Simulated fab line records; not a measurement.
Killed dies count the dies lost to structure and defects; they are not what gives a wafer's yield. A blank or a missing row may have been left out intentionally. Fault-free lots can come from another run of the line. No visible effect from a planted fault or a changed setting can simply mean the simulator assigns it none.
Struck lot and sound lot, side by side    flow nand-harc    21 out of 1159 route steps
Sound: these wafers, L730.3, L730.4, L730.5. Wafers L731.3, L731.5, L731.6 were the ones struck. The cause is named last.
At each step with rows: each side's tool, then ch and its chambers, then its first start. Under that, the readings that differ: sound wafers    struck wafers    difference of the means    sigmas: that difference in standard deviations of wafers without a fault.
alike: readings whose means differ by less than 2 such deviations, and words and numbers that are the same on both sides. not compared: withheld readings, readings that some wafer has no value for, bounds like >300 that may hide the same value, and numbers for which the record gives no deviation and whose values overlap.
The two part at a step that has a row with sigmas, a row that says differs or no value, or rows on one side only. When numbers do not overlap yet have no deviation, they are printed without sigmas and do not part them. A reading missing from all wafers of one side parts the sides only when that side holds two or more wafers.

first, 5 steps without rows for these wafers: NHARC_P_STI_SOFTBAKE_04 (time 70 s); NHARC_P_STI_EBR_05; NHARC_P_STI_EXPOSE_06 (exposes mask P STI, target cd 200 nm); NHARC_P_STI_PEB_07 (peb time 80 s); NHARC_P_STI_DEVELOP_08 (time 50 s).
NHARC_P_STI_CD_MEAS_09 targets a cd of 200 nm.
  sound on cd-sem-01 ch 0, day 5 13:52; struck on cd-sem-01 ch 0, day 5 23:01
  alike: cd-nm
NHARC_P_STI_OVL_MEAS_10:
  struck on overlay-01, day 5 23:07; sound on overlay-01, day 5 13:57
  alike: overlay-x-nm, overlay-y-nm
NHARC_P_STI_INSPECT_11:
  struck on defect-inspect-01, day 5 23:09; sound on defect-inspect-02, day 5 13:59
  alike: raw-defect-count
then, 1 step without rows for these wafers: NHARC_P_STI_HARDBAKE_13 (time 65 s).
NHARC_P_STI_DESCUM_14: chemistry O2, time 3 s.
  sound on rie-diel-13 ch 0,2,3, day 5 14:08; struck on rie-diel-13 ch 1,2, day 5 23:17
reading                 sound                 struck                difference  sigmas
throttle-valve-pct (%)  11.322 11.323 11.321  11.293 11.308 11.302  -0.021      -2
  alike: drypump-motor-current-A, o2-flow-sccm, oes-product-au, rf-vpp-V, showerhead-plenum-p-Torr
  not compared: rf-hours-counter-h
NHARC_P_STI_ETCH_42: etches the open film in N2/H2, target depth 80 nm, overetch 24 nm, time 61 s.
  sound on rie-diel-13 ch 1,2, day 5 14:13; struck on rie-diel-13 ch 0,1,3, day 5 23:23
  alike: bias-w, chamber-pressure-mTorr, drypump-motor-current-A, n2-flow-sccm, oes-product-au, rf-vpp-V, showerhead-plenum-p-Torr, throttle-valve-pct
  not compared: rf-hours-counter-h
NHARC_P_STI_ETCH_31: etches the open film in CF4/CHF3, target depth 108.9 nm, time 54.5 s.
  sound on rie-diel-13 ch 1,2; struck on rie-diel-13 ch 1,2
  alike: bias-w, cf4-flow-sccm, chf3-flow-sccm, drypump-motor-current-A, oes-product-au, rf-vpp-V, showerhead-plenum-p-Torr, throttle-valve-pct
  not compared: rf-hours-counter-h
NHARC_P_STI_ETCH_15: etches the open film in HBr/Cl2, target depth 300 nm, time 100.1 s.
  sound on rie-si-06 ch 0,2,3, day 5 14:26; struck on rie-si-06 ch 0,1,2, day 5 23:35
  no value came back on the struck wafers for any of 5 readings (bias-w (W), chamber-pressure-mTorr (mTorr) and others); on the sound wafers bias-w (W) reads 99.9 100.0 100.2
  not compared: rf-hours-counter-h
NHARC_P_STI_CD_MEAS_16:
  struck on cd-sem-02, day 5 23:43; sound on cd-sem-01, day 5 14:34
  alike: cd-nm
NHARC_P_STI_OCD_MEAS_17:
  struck on ocd-02, day 5 23:49; sound on ocd-02, day 5 14:40
reading                 sound              struck  difference                     sigmas
trench-depth-nm (nm)    300 302 298        1 0 0   -300                           -75
trench-foot-cd-nm (nm)  162.9 157.0 160.2  - - -   no value on the struck wafers  
then, 3 steps without rows for these wafers: NHARC_P_STI_STRIP_19 (strips in SPM, time 900 s); NHARC_P_STI_PRECLEAN_32 (cleans in SC1); NHARC_P_STI_SRD_23.
NHARC_P_STI_OCD_MEAS_43:
  struck on ocd-01, day 6 00:19; sound on ocd-02, day 5 15:10
reading                 sound              struck  difference                     sigmas
trench-depth-nm (nm)    300 302 298        0 0 0   -300                           -73
trench-foot-cd-nm (nm)  163.0 157.2 160.2  - - -   no value on the struck wafers  
then, 1 step without rows for these wafers: NHARC_P_STI_OXIDE_33 (material SiO2, target thk 10 nm, ox time 281 s).
-- record jumps: 21 days between struck wafers' starts before vs after; left off in module P_STI, resumes in module END, first step shown is number 1159 of the route --
NHARC_END_SORT_01:
  sound on prober-02 ch 0, day 26 16:54; struck on prober-01 ch 0, day 26 20:16
reading              sound     struck       difference  sigmas
killed-at-periphery  1 3 3     649 638 647  +642        +99 or more
killed-dies          37 43 51  677 677 677  +633        +53
  alike: killed-at-array, killed-at-other, killed-open, killed-short

## WHERE THEY PART
At NHARC_P_STI_DESCUM_14 first; at NHARC_END_SORT_01 last (within this record only).

WHY: what the simulator had put in
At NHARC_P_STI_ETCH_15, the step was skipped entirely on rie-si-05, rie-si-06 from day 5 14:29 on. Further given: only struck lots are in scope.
